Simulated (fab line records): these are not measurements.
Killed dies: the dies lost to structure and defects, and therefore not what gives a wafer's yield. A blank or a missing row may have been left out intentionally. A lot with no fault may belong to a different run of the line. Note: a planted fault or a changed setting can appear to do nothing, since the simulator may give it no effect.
Which tool is to blame? + flow nand_harc + 18 wafers from 6 lots sampled at 4 of the route's 1159 steps

== WHAT EACH GAUGE READ, for each wafer ==
NHARC_P_BONDPAD_CD_MEAS_09: the cd target is 500 nm.
| lot  | measured     | on        | cd_nm (nm)        |
|------|--------------|-----------|-------------------|
| L584 | day 6 20:20  | cd_sem-03 | 500.6 501.1 499.8 |
| L594 | day 9 02:13  | cd_sem-01 | 494.8 499.4 499.4 |
| L598 | day 10 15:32 | cd_sem-03 | 502.5 500.6 500.6 |
| L602 | day 11 01:05 | cd_sem-03 | 501.7 502.5 502.4 |
| L604 | day 11 04:40 | cd_sem-02 | 500.1 500.6 500.8 |
| L607 | day 11 23:28 | cd_sem-03 | 499.5 500.0 503.9 |

== EACH LOT AND THE TOOL THAT RAN IT (in order: tool; ch and the chambers of the sampled wafers; start) ==
| lot  | NHARC_P_M2_ETCH_28                            | NHARC_P_BONDPAD_CMP_32        | NHARC_P_BONDPAD_SOFTBAKE_04       |
|------|-----------------------------------------------|-------------------------------|-----------------------------------|
| L584 | rie_diel-05 ch 1,2,3, day 6 19:39 or earlier  | cmp-03 ch 0,2,3, day 6 19:39  | litho_track-03 ch 0, day 6 20:00  |
| L594 | rie_diel-05 ch 0,2,3, day 9 01:23 or earlier  | cmp-03 ch 0,2,3, day 9 01:23  | litho_track-03 ch 0, day 9 01:00  |
| L598 | rie_diel-05 ch 0,2,3, day 10 14:43 or earlier | cmp-04 ch 0,1,3, day 10 14:43 | litho_track-07 ch 0, day 10 15:00 |
| L602 | rie_diel-05 ch 1,2, day 11 00:17 or earlier   | cmp-03 ch 0,2, day 11 00:17   | litho_track-07 ch 0, day 11 00:00 |
| L604 | rie_diel-05 ch 0,1,3, day 11 03:50 or earlier | cmp-02 ch 0,1,3, day 11 03:50 | litho_track-05 ch 0, day 11 04:00 |
| L607 | rie_diel-05 ch 0,2,3, day 11 22:40 or earlier | cmp-04 ch 1,2, day 11 22:40   | litho_track-05 ch 0, day 11 23:00 |
- NHARC_P_M2_ETCH_28: etches the open film in CF4/N2, target depth 30 nm, time 72.99 s.
- NHARC_P_BONDPAD_CMP_32: polishes SiCN, target thk 200 nm.
- NHARC_P_BONDPAD_SOFTBAKE_04: time 70 s.

== THE ANSWER, worked out from the rows above alone ==
Rule: the usual values come from the lots themselves. The widest of any qualifying gaps counts: lots, ordered by their means at a reading, are off when they make up no more than a third of the lots, leave a main group of 4 or more, and stand apart from it by 3 or more times the standard deviation of that group's means. If all means in a main group match to the digits the tables above print for the reading, that group is not used. A lot without any number at a reading at which 4 lots or more have one is off too. The other lots that the step has rows for count as sound.
Off, at NHARC_P_BONDPAD_CD_MEAS_09 on cd_nm: L594. The main group has a mean of 501.1 nm with a standard deviation of 0.62.
If a tool, at a process step before that reading, ran all the lots that are off and no sound lot after the first of them, it fits. The gauges at NHARC_P_BONDPAD_CD_MEAS_09 are tried like those tools. NHARC_P_M2_ETCH_28: start missing for some lots; hours and lot order therefore follow NHARC_P_BONDPAD_CMP_32. This does not decide it: 2 tools fit, namely litho_track-03 at NHARC_P_BONDPAD_SOFTBAKE_04 and cd_sem-01 at NHARC_P_BONDPAD_CD_MEAS_09.

== WHAT THE SIMULATOR PUT IN ==
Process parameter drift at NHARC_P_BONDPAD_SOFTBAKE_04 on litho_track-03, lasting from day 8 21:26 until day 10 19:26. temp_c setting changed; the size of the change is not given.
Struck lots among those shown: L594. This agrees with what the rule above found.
